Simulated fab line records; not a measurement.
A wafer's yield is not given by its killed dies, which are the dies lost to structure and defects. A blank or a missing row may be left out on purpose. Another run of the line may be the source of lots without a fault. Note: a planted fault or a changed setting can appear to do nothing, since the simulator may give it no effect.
fab line records + flow nandHarc + part 2 of 2: steps 5 to 6 of 6
record:
- lots: 23
- wafers: 69
- lastDay: 33
route steps=1302 shown A_STAIRCASE@768 A_SGD_CUT@906
lots that met no fault: taken from a fault-free run of the same line
startH: start of the lot's first displayed wafer, in hours after the record's first day + waitH: how many hours have passed since the lot's step before this one + " identical to the entry in the row above + L1.1+2: one row covering several wafers at once + - no value, or no start given + * or withheld: withheld + < > ~ a bound
route shown NAME@n: names a module that has steps shown in the file, with the first one's number in the route + usual: mean and standard deviation over wafers with no fault + same: alike in all rows + chamber/n: place in a boat + sites: each site's reading + _std_site: the standard deviation of these + _edge_site: outer sites' mean less inner sites' + radiusMm: for every site, how far away it sits from the centre of the wafer + mask NAME#n: copy n + behind: the tool/chamber that last shaped the wafer + hold: what put the lot on hold/how long, in hours/how the hold closed + device: which transistor (n, p or np) failed to switch + end of line: tests of these same wafers at the route's end + a step given without rows: its recipe and nothing more + killed: the dies lost at the first sort to structure and to defects; this is not the yield of the wafer + map: per-die view of a wafer (x killed, . not killed, _ where there is no die)
set.NAME: the setting as run; set.NAME@STEP: as run at that earlier step + model.NAME: the simulator's own value behind a step, which no gauge read
steps of the route over a sample of lots; a table a step, a row a wafer
services: a tool's chamber out of use, with start hour (startH, from the record's first day; less than 0 if before it), hours out, and reason
== steps ==
step: NHARC_A_STAIRCASE_ETCHBACK_157
recipe:
- targetDepthA: 900
- overEtchFrac: 0.3
- timeS: 167.14
- ionEnergyEv: 120
- ch3fFlowSccm: 50
- o2FlowSccm: 30
- arFlowSccm: 200
- rfW: 500
- biasW: 100
- chemistry: CH3F/O2
usual:
- drypumpMotorCurrentA: 5.8/0.35
- oesProductAu: 0.97/0.031
- rfVppV: 244.6/1.4
- showerheadPlenumPTorr: 2.48/0.087
- throttleValvePct: 20.663/0.0084
| lot.wafer | tool       | chamber | startH | waitH | drypumpMotorCurrentA | oesProductAu | rfHoursCounterH | rfVppV | showerheadPlenumPTorr | throttleValvePct |
|-----------|------------|---------|--------|-------|----------------------|--------------|-----------------|--------|-----------------------|------------------|
| L074.1    | rieDiel-02 | 1       | 447.60 | 0.1   | 5.1                  | 1.00         | 11              | 246.4  | 2.55                  | 20.687           |
| L074.3    | "          | 2       | "      | "     | 5.6                  | 1.01         | 14              | 248.0  | 2.65                  | 20.666           |
| L074.6    | "          | 2       | "      | "     | 5.6                  | 1.02         | -               | 247.2  | 2.66                  | 20.678           |
| L077.3    | rieDiel-13 | 1       | 457.46 | 0.3   | 5.9                  | 1.00         | 22              | 245.4  | 2.52                  | 20.666           |
| L077.4    | "          | 3       | "      | "     | 5.9                  | 1.00         | 43              | 243.7  | 2.47                  | 20.660           |
| L077.6    | "          | 0       | "      | "     | 5.8                  | 0.99         | -               | 246.0  | 2.53                  | 20.665           |
| L075.4    | rieDiel-13 | 1       | 457.76 | 0.3   | 5.9                  | 0.99         | 22              | 246.2  | 2.52                  | 20.674           |
| L075.1    | "          | 3       | "      | "     | 5.9                  | 0.99         | 44              | 245.2  | 2.47                  | 20.661           |
| L075.5    | "          | 1       | "      | "     | 5.9                  | 0.99         | -               | 246.1  | 2.52                  | 20.667           |
| L078.2    | rieDiel-13 | 2       | 461.66 | 0.2   | 5.8                  | 0.98         | 40              | 243.5  | 2.36                  | 20.657           |
| L078.3    | "          | 3       | "      | "     | 5.9                  | 0.99         | 45              | 244.3  | 2.47                  | 20.670           |
| L078.5    | "          | 1       | "      | "     | 5.9                  | 0.99         | -               | 244.2  | 2.52                  | 20.661           |
| L076.4    | rieDiel-13 | 0       | 461.90 | 0.1   | 5.8                  | 0.92         | 43              | 244.2  | 2.53                  | 20.667           |
| L076.1    | "          | 3       | "      | "     | 5.9                  | 0.92         | 45              | 244.3  | 2.47                  | 20.666           |
| L076.5    | "          | 0       | "      | "     | 5.8                  | 0.92         | -               | 245.2  | 2.53                  | 20.658           |
| L079.3    | rieDiel-09 | 0       | 490.71 | 0.2   | 6.2                  | 1.00         | 54              | 246.8  | 2.61                  | 20.666           |
| L079.1    | "          | 1       | "      | "     | 5.5                  | 1.01         | 55              | 244.1  | 2.48                  | 20.668           |
| L079.6    | "          | 2       | "      | "     | 6.3                  | 1.01         | -               | 246.6  | 2.55                  | 20.654           |
| L080.4    | rieDiel-09 | 0       | 495.93 | 0.2   | 6.2                  | 0.95         | 55              | 246.0  | 2.61                  | 20.674           |
| L080.1    | "          | 2       | "      | "     | 6.4                  | 0.95         | 58              | 245.5  | 2.54                  | 20.666           |
| L080.6    | "          | 0       | "      | "     | 6.2                  | 0.96         | -               | 245.9  | 2.61                  | 20.662           |
| L081.4    | rieDiel-02 | 0       | 505.84 | 0.2   | 6.3                  | 0.95         | 32              | 241.8  | 2.32                  | 20.651           |
| L081.2    | "          | 2       | "      | "     | 5.6                  | 0.97         | 33              | 246.7  | 2.65                  | 20.659           |
| L081.6    | "          | 3       | "      | "     | 5.7                  | 0.95         | -               | 245.5  | 2.47                  | 20.681           |
| L082.3    | rieDiel-09 | 1       | 533.32 | 0.2   | 5.5                  | 1.00         | 7               | 242.9  | 2.47                  | 20.666           |
| L082.4    | "          | 3       | "      | "     | 5.0                  | 0.99         | 8               | 243.0  | 2.35                  | 20.656           |
| L082.6    | "          | 0       | "      | "     | 6.2                  | 0.98         | -               | 246.3  | 2.61                  | 20.660           |
| L085.1    | rieDiel-13 | 3       | 542.34 | 0.1   | 5.9                  | 1.01         | 10              | 243.8  | 2.46                  | 20.658           |
| L085.2    | "          | 0       | "      | "     | 5.9                  | 1.01         | 9               | 244.7  | 2.52                  | 20.665           |
| L085.3    | "          | 1       | "      | "     | 5.9                  | 1.01         | 6               | 244.9  | 2.51                  | 20.672           |
| L086.2    | rieDiel-13 | 2       | 542.52 | 0.2   | 5.8                  | 1.01         | 7               | 242.5  | 2.35                  | 20.667           |
| L086.3    | "          | 0       | "      | "     | 5.9                  | 1.00         | 9               | 245.4  | 2.52                  | 20.658           |
| L086.6    | "          | 2       | "      | "     | 5.8                  | 1.00         | -               | 242.7  | 2.35                  | 20.659           |
| L083.3    | rieDiel-02 | 2       | 546.37 | 0.2   | 5.7                  | 1.01         | 52              | 245.6  | 2.64                  | 20.653           |
| L083.1    | "          | 0       | "      | "     | 6.3                  | 1.01         | 48              | 242.2  | 2.31                  | 20.678           |
| L083.5    | "          | 3       | "      | "     | 5.7                  | 0.93         | -               | 244.8  | 2.46                  | 20.667           |
| L089.4    | rieDiel-09 | 3       | 576.82 | 0.2   | 5.0                  | 1.00         | 24              | 242.4  | 2.34                  | 20.661           |
| L089.1    | "          | 1       | "      | "     | 5.5                  | 1.01         | 25              | 245.4  | 2.47                  | 20.653           |
| L089.6    | "          | 0       | "      | "     | 6.2                  | 0.99         | -               | 246.4  | 2.61                  | 20.651           |
| L088.4    | rieDiel-13 | 0       | 577.00 | 0.2   | 5.9                  | 1.00         | 19              | 245.2  | 2.51                  | 20.668           |
| L088.1    | "          | 1       | "      | "     | 5.9                  | 1.00         | 16              | 245.7  | 2.50                  | 20.679           |
| L088.5    | "          | 3       | "      | "     | 5.9                  | 1.01         | -               | 245.1  | 2.45                  | 20.662           |
| L087.3    | rieDiel-13 | 1       | 579.63 | 0.2   | 5.9                  | 1.00         | 17              | 245.0  | 2.50                  | 20.663           |
| L087.4    | "          | 2       | "      | "     | 5.8                  | 1.01         | 19              | 244.3  | 2.35                  | 20.659           |
| L087.6    | "          | 0       | "      | "     | 5.9                  | 0.99         | -               | 245.8  | 2.51                  | 20.660           |
| L091.2    | rieDiel-09 | 2       | 597.95 | 0.2   | 6.4                  | 0.97         | 32              | 244.6  | 2.53                  | 20.657           |
| L091.3    | "          | 0       | "      | "     | 6.2                  | 0.96         | 27              | 246.3  | 2.60                  | 20.672           |
| L091.6    | "          | 2       | "      | "     | 6.3                  | 0.98         | -               | 246.8  | 2.53                  | 20.670           |
| L090.1    | rieDiel-13 | 2       | 618.81 | 0.2   | 5.8                  | 0.93         | 31              | 242.2  | 2.34                  | 20.676           |
| L090.5    | "          | 0       | "      | "     | 5.9                  | 0.92         | -               | 244.7  | 2.51                  | 20.665           |
| L090.6    | "          | 1       | "      | "     | 5.9                  | 0.93         | -               | 245.0  | 2.50                  | 20.660           |
| L093.3    | rieDiel-09 | 2       | 621.59 | 0.2   | 6.4                  | 0.94         | 38              | 246.9  | 2.53                  | 20.665           |
| L093.4    | "          | 0       | "      | "     | 6.2                  | 0.91         | 34              | 246.1  | 2.60                  | 20.648           |
| L093.6    | "          | 1       | "      | "     | 5.5                  | 0.94         | -               | 245.8  | 2.46                  | 20.653           |
| L092.4    | rieDiel-13 | 1       | 632.73 | 0.2   | 6.0                  | 0.96         | 29              | 244.4  | 2.50                  | 20.665           |
| L092.6    | "          | 2       | "      | "     | 5.8                  | 0.96         | -               | 242.7  | 2.34                  | 20.654           |
| L092.5    | "          | 3       | "      | "     | 5.9                  | 0.95         | -               | 243.6  | 2.44                  | 20.678           |
| L094.2    | rieDiel-13 | 1       | 638.62 | 0.1   | 5.9                  | 0.93         | 30              | 243.9  | 2.50                  | 20.677           |
| L094.1    | "          | 2       | "      | "     | 5.8                  | 0.93         | 34              | 242.2  | 2.34                  | 20.662           |
| L094.4    | "          | 0       | "      | "     | 5.9                  | 0.92         | 35              | 245.6  | 2.51                  | 20.664           |
| L095.2    | rieDiel-02 | 2       | 645.88 | 0.2   | 5.6                  | 1.00         | 22              | 247.1  | 2.63                  | 20.666           |
| L095.3    | "          | 0       | "      | "     | 6.3                  | 0.97         | 23              | 243.1  | 2.30                  | 20.663           |
| L095.6    | "          | 3       | "      | "     | 5.7                  | 0.96         | -               | 243.7  | 2.45                  | 20.657           |
| L096.4    | rieDiel-13 | 2       | 659.80 | 0.2   | 5.8                  | 0.97         | 40              | 242.6  | 2.34                  | 20.660           |
| L096.2    | "          | 0       | "      | "     | 5.9                  | 0.95         | 40              | 243.3  | 2.51                  | 20.657           |
| L096.5    | "          | 2       | "      | "     | 5.8                  | 0.96         | -               | 243.3  | 2.34                  | 20.656           |
| L097.4    | rieDiel-13 | 0       | 662.98 | 0.2   | 5.9                  | 0.93         | 40              | 245.5  | 2.51                  | 20.666           |
| L097.2    | "          | 2       | "      | "     | 5.8                  | 0.96         | 40              | 243.5  | 2.34                  | 20.674           |
| L097.5    | "          | 1       | "      | "     | 5.9                  | 0.93         | -               | 245.1  | 2.50                  | 20.665           |
step: NHARC_A_SGD_CUT_ETCH_59
recipe:
- targetDepthA: 2600
- overEtchFrac: 0.25
- timeS: 406.25
- ionEnergyEv: 200
- n2FlowSccm: 150
- h2FlowSccm: 150
- arFlowSccm: 0
- rfW: 400
- biasW: 150
- chemistry: N2/H2
usual:
- drypumpMotorCurrentA: 5.8/0.32
- oesProductAu: 0.996/0.01
- rfVppV: 428.1/2.5
- showerheadPlenumPTorr: 1.95/0.084
- throttleValvePct: 14.171/0.0087
| lot.wafer | tool       | chamber | startH | waitH | drypumpMotorCurrentA | oesProductAu | rfHoursCounterH | rfVppV | showerheadPlenumPTorr | throttleValvePct |
|-----------|------------|---------|--------|-------|----------------------|--------------|-----------------|--------|-----------------------|------------------|
| L074.3    | rieDiel-11 | 1       | -      | -     | 5.6                  | 1.007        | 0.6             | 433.8  | 2.19                  | 14.189           |
| L074.1    | "          | 2       | "      | "     | 5.3                  | 0.991        | 0.9             | 431.1  | 2.06                  | 14.184           |
| L074.6    | "          | 3       | "      | "     | 5.8                  | 0.987        | -               | 434.1  | 2.18                  | 14.164           |
| L077.3    | rieDiel-01 | 2       | -      | -     | 5.6                  | 0.995        | 4.2             | 427.9  | 1.91                  | 14.162           |
| L077.4    | "          | 0       | "      | "     | 6.0                  | 0.985        | -               | 429.3  | 2.00                  | 14.151           |
| L077.6    | "          | 3       | "      | "     | 6.0                  | 1.004        | -               | 426.0  | 1.92                  | 14.168           |
| L075.1    | rieDiel-04 | 0       | -      | -     | 5.3                  | 0.988        | 5.5             | 425.6  | 1.89                  | 14.175           |
| L075.4    | "          | 3       | "      | "     | 5.5                  | 1.000        | 4.6             | 431.2  | 2.04                  | 14.172           |
| L075.5    | "          | 0       | "      | "     | 5.4                  | 0.988        | -               | 425.6  | 1.89                  | 14.180           |
| L078.3    | rieDiel-01 | 2       | -      | -     | 5.6                  | 0.993        | 4.7             | 423.7  | 1.91                  | 14.179           |
| L078.2    | "          | 3       | "      | "     | 6.0                  | 1.000        | 4.2             | 426.4  | 1.92                  | 14.172           |
| L078.5    | "          | 3       | "      | "     | 6.0                  | 1.011        | -               | 426.5  | 1.92                  | 14.172           |
| L076.4    | rieDiel-04 | 1       | -      | -     | 6.5                  | 1.013        | 7.2             | 426.5  | 1.89                  | 14.161           |
| L076.1    | "          | 0       | "      | "     | 5.3                  | 0.988        | 6.0             | 427.2  | 1.89                  | 14.170           |
| L076.5    | "          | 2       | "      | "     | 5.8                  | 0.984        | -               | 425.5  | 1.91                  | 14.161           |
| L079.1    | rieDiel-04 | 0       | -      | -     | 5.3                  | 0.988        | 7.3             | 426.3  | 1.89                  | 14.196           |
| L079.3    | "          | 1       | "      | "     | 6.5                  | 1.007        | 8.5             | 425.8  | 1.89                  | 14.157           |
| L079.6    | "          | 2       | "      | "     | 5.8                  | 0.991        | -               | 427.9  | 1.91                  | 14.178           |
| L080.1    | rieDiel-01 | 2       | -      | -     | 5.7                  | 0.988        | 6.1             | 427.6  | 1.90                  | 14.172           |
| L080.4    | "          | 3       | "      | "     | 6.0                  | 1.000        | 5.6             | 427.3  | 1.91                  | 14.158           |
| L080.6    | "          | 2       | "      | "     | 5.7                  | 0.995        | -               | 427.1  | 1.90                  | 14.172           |
| L081.2    | rieDiel-01 | 1       | -      | -     | 6.0                  | 0.985        | 5.4             | 426.3  | 1.90                  | 14.176           |
| L081.6    | "          | 2       | "      | "     | 5.7                  | 0.994        | -               | 427.1  | 1.90                  | 14.170           |
| L081.4    | "          | 1       | "      | "     | 5.9                  | 0.982        | -               | 428.1  | 1.90                  | 14.176           |
| L082.3    | rieDiel-11 | 1       | -      | -     | 5.6                  | 1.020        | 7.0             | 434.9  | 2.18                  | 14.174           |
| L082.4    | "          | 3       | "      | "     | 5.8                  | 0.994        | -               | 433.8  | 2.18                  | 14.160           |
| L082.6    | "          | 1       | "      | "     | 5.6                  | 1.009        | -               | 434.7  | 2.18                  | 14.173           |
| L085.2    | rieDiel-04 | 2       | -      | -     | 5.8                  | 0.991        | 0.6             | 427.2  | 1.91                  | 14.172           |
| L085.1    | "          | 3       | "      | "     | 5.5                  | 1.002        | 0.4             | 430.4  | 2.04                  | 14.182           |
| L085.3    | "          | 1       | "      | "     | 6.5                  | 0.996        | 0.6             | 427.3  | 1.88                  | 14.162           |
| L086.3    | rieDiel-11 | 3       | -      | -     | 5.8                  | 0.969        | 8.1             | 433.6  | 2.18                  | 14.167           |
| L086.2    | "          | 1       | "      | "     | 5.6                  | 1.005        | 8.0             | 435.6  | 2.18                  | 14.169           |
| L086.6    | "          | 3       | "      | "     | 5.8                  | 0.982        | -               | 433.9  | 2.18                  | 14.183           |
| L083.3    | rieDiel-04 | 2       | -      | -     | 5.8                  | 0.990        | 1.1             | 426.1  | 1.91                  | 14.167           |
| L083.1    | "          | 3       | "      | "     | 5.5                  | 1.007        | 0.7             | 430.7  | 2.04                  | 14.164           |
| L083.5    | "          | 2       | "      | "     | 5.8                  | 0.976        | -               | 427.7  | 1.91                  | 14.167           |
| L089.4    | rieDiel-01 | 0       | -      | -     | 6.0                  | 0.998        | 0.3             | 429.2  | 2.00                  | 14.160           |
| L089.1    | "          | 1       | "      | "     | 6.0                  | 1.003        | 0.4             | 425.5  | 1.90                  | 14.162           |
| L089.6    | "          | 0       | "      | "     | 6.0                  | 0.985        | -               | 429.5  | 2.00                  | 14.162           |
| L088.1    | rieDiel-01 | 0       | -      | -     | 6.0                  | 0.999        | 0.7             | 430.2  | 2.00                  | 14.177           |
| L088.4    | "          | 1       | "      | "     | 5.9                  | 0.993        | 0.8             | 427.3  | 1.90                  | 14.181           |
| L088.5    | "          | 2       | "      | "     | 5.7                  | 1.003        | -               | 424.6  | 1.90                  | 14.174           |
| L087.4    | rieDiel-04 | 3       | -      | -     | 5.5                  | 1.007        | 3.8             | 430.8  | 2.04                  | 14.170           |
| L087.3    | "          | 0       | "      | "     | 5.3                  | 1.000        | 3.2             | 426.9  | 1.88                  | 14.192           |
| L087.6    | "          | 3       | "      | "     | 5.5                  | 1.004        | -               | 429.9  | 2.04                  | 14.183           |
| L091.2    | rieDiel-01 | 1       | -      | -     | 5.9                  | 0.997        | 1.5             | 426.5  | 1.90                  | 14.169           |
| L091.3    | "          | 3       | "      | "     | 6.0                  | 1.010        | 1.4             | 427.6  | 1.91                  | 14.181           |
| L091.6    | "          | 2       | "      | "     | 5.7                  | 1.002        | -               | 426.2  | 1.90                  | 14.177           |
| L090.1    | rieDiel-04 | 2       | -      | -     | 5.8                  | 1.000        | 6.5             | 428.3  | 1.91                  | 14.174           |
| L090.6    | "          | 0       | "      | "     | 5.4                  | 0.983        | -               | 425.5  | 1.88                  | 14.183           |
| L090.5    | "          | 2       | "      | "     | 5.8                  | 0.995        | -               | 427.4  | 1.91                  | 14.154           |
| L093.3    | rieDiel-04 | 2       | -      | -     | 5.8                  | 0.988        | 6.9             | 426.3  | 1.91                  | 14.166           |
| L093.6    | "          | 2       | "      | "     | 5.8                  | 0.981        | -               | 427.3  | 1.91                  | 14.167           |
| L093.4    | "          | 3       | "      | "     | 5.5                  | 1.000        | -               | 430.1  | 2.04                  | 14.176           |
| L092.4    | rieDiel-01 | 3       | -      | -     | 6.0                  | 1.009        | 3.5             | 426.6  | 1.91                  | 14.183           |
| L092.6    | "          | 1       | "      | "     | 6.0                  | 0.990        | -               | 427.7  | 1.90                  | 14.164           |
| L092.5    | "          | 2       | "      | "     | 5.7                  | 1.002        | -               | 425.2  | 1.90                  | 14.166           |
| L094.1    | rieDiel-01 | 3       | -      | -     | 6.0                  | 1.006        | 3.8             | 426.0  | 1.91                  | 14.173           |
| L094.4    | "          | 0       | "      | "     | 5.9                  | 0.988        | 3.1             | 429.4  | 2.00                  | 14.169           |
| L094.2    | "          | 1       | "      | "     | 5.9                  | 0.986        | 4.0             | 427.8  | 1.90                  | 14.164           |
| L095.3    | rieDiel-01 | 1       | -      | -     | 6.0                  | 0.987        | 4.3             | 426.2  | 1.90                  | 14.178           |
| L095.2    | "          | 3       | "      | "     | 6.0                  | 0.999        | 4.3             | 428.2  | 1.91                  | 14.164           |
| L095.6    | "          | 2       | "      | "     | 5.6                  | 1.000        | -               | 428.5  | 1.90                  | 14.166           |
| L096.2    | rieDiel-04 | 2       | -      | -     | 5.8                  | 0.986        | 11.0            | 427.5  | 1.91                  | 14.170           |
| L096.5    | "          | 0       | "      | "     | 5.3                  | 0.983        | -               | 425.5  | 1.88                  | 14.184           |
| L096.4    | "          | 2       | "      | "     | 5.8                  | 0.989        | -               | 426.8  | 1.91                  | 14.172           |
| L097.4    | rieDiel-04 | 1       | -      | -     | 6.6                  | 1.012        | 6.2             | 425.3  | 1.88                  | 14.153           |
| L097.2    | "          | 0       | "      | "     | 5.3                  | 0.979        | 9.2             | 427.2  | 1.88                  | 14.170           |
| L097.5    | "          | 2       | "      | "     | 5.8                  | 0.976        | -               | 427.0  | 1.91                  | 14.163           |
== services ==
| tool           | chamber | startH | hours | kind   |
|----------------|---------|--------|-------|--------|
| rieDiel-01     | 3       | 344.68 | 1.6   | repair |
| rieDiel-04     | -       | 350.37 | 0.7   | repair |
| rieDiel-13     | 1       | 351.99 | 40.0  | repair |
| rieDiel-04     | -       | 355.05 | 9.0   | pm     |
| rieDiel-09     | 3       | 361.40 | 6.2   | repair |
| aclDep-01      | -       | 368.65 | 13.0  | pm     |
| plasmaAsher-02 | -       | 373.41 | 0.9   | repair |
| rieDiel-13     | 0       | 382.44 | 5.4   | repair |
| rieDiel-02     | -       | 394.00 | 9.0   | pm     |
| rieDiel-02     | 3       | 410.58 | 1.3   | repair |
| rieDiel-02     | 2       | 417.28 | 3.9   | repair |
| rieDiel-09     | 0       | 419.70 | 5.8   | repair |
| plasmaAsher-02 | -       | 426.05 | 9.0   | pm     |
| rieDiel-09     | 1       | 440.37 | 1.2   | repair |
| rieDiel-13     | -       | 444.72 | 1.3   | repair |
| rieDiel-09     | -       | 497.45 | 9.0   | pm     |
| rieDiel-13     | -       | 519.58 | 9.0   | pm     |
| rieDiel-02     | 3       | 538.62 | 6.4   | repair |
| aclDep-01      | -       | 549.65 | 13.0  | pm     |
| rieDiel-13     | -       | 556.80 | 1.1   | repair |
| rieDiel-02     | -       | 571.06 | 9.0   | pm     |
| plasmaAsher-02 | -       | 603.05 | 9.0   | pm     |
| rieDiel-13     | 0       | 653.55 | 4.0   | repair |
| rieDiel-02     | -       | 663.47 | 0.3   | repair |
